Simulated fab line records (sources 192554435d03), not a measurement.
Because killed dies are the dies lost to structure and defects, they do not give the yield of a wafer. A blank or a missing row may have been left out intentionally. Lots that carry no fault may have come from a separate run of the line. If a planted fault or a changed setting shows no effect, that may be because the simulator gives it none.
Matching of chambers    flow n5-finfet    N5_BEOL_M7_CVD_78 on cvd-co-02 has 3 sister chambers
The step deposits Co from CCTBA/H2, target thk 2 nm, time 142.3 s. 6 wafers are shown with their chamber, then 8 later ones without.

WAFERS PAIRED WITH THEIR CHAMBERS
wafer   chamber  run-length-s (s)
L645.1  0        165.6
L644.4  1        165.1
L656.4  1        164.7
L656.5  0        165.3
L656.6  2        164.6
L658.1  2        164.4

WAFERS WITH NO CHAMBER GIVEN
wafer   run-length-s (s)
L658.4  165.3
L658.6  165.0
L659.1  164.5
L659.3  165.8
L659.4  164.8
L661.3  165.0
L661.4  165.6
L661.6  165.1

WHICH CHAMBER EACH ONE RAN IN
wafer   from the rows above           in truth
L658.4  can't be placed: 0 or 1       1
L658.6  can't be placed: 1 or 0 or 2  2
L659.1  can't be placed: 2 or 1       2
L659.3  0                             0
L659.4  can't be placed: 1 or 2       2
L661.3  can't be placed: 1 or 0 or 2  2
L661.4  0                             0
L661.6  can't be placed: 1 or 0 or 2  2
Placed correctly: 2 of 8. Can't be placed from these rows: 6 (the true chamber is among the candidates in 6). Wrongly placed: 0.
How it was worked out, from the rows above alone: a wafer's distance from a chamber is the root of the sum, over the readings, of the square of ((its reading less the chamber's mean) divided by the reading's scatter). If the next closest chamber is less than 2 further off than the closest, the wafer can't be placed; otherwise it belongs to the closest. A chamber's mean is the mean of its shown wafers. The scatter is the square root of a quotient: the sum, over the shown wafers, of each reading's squared deviation from its chamber's mean, divided by wafers minus chambers.
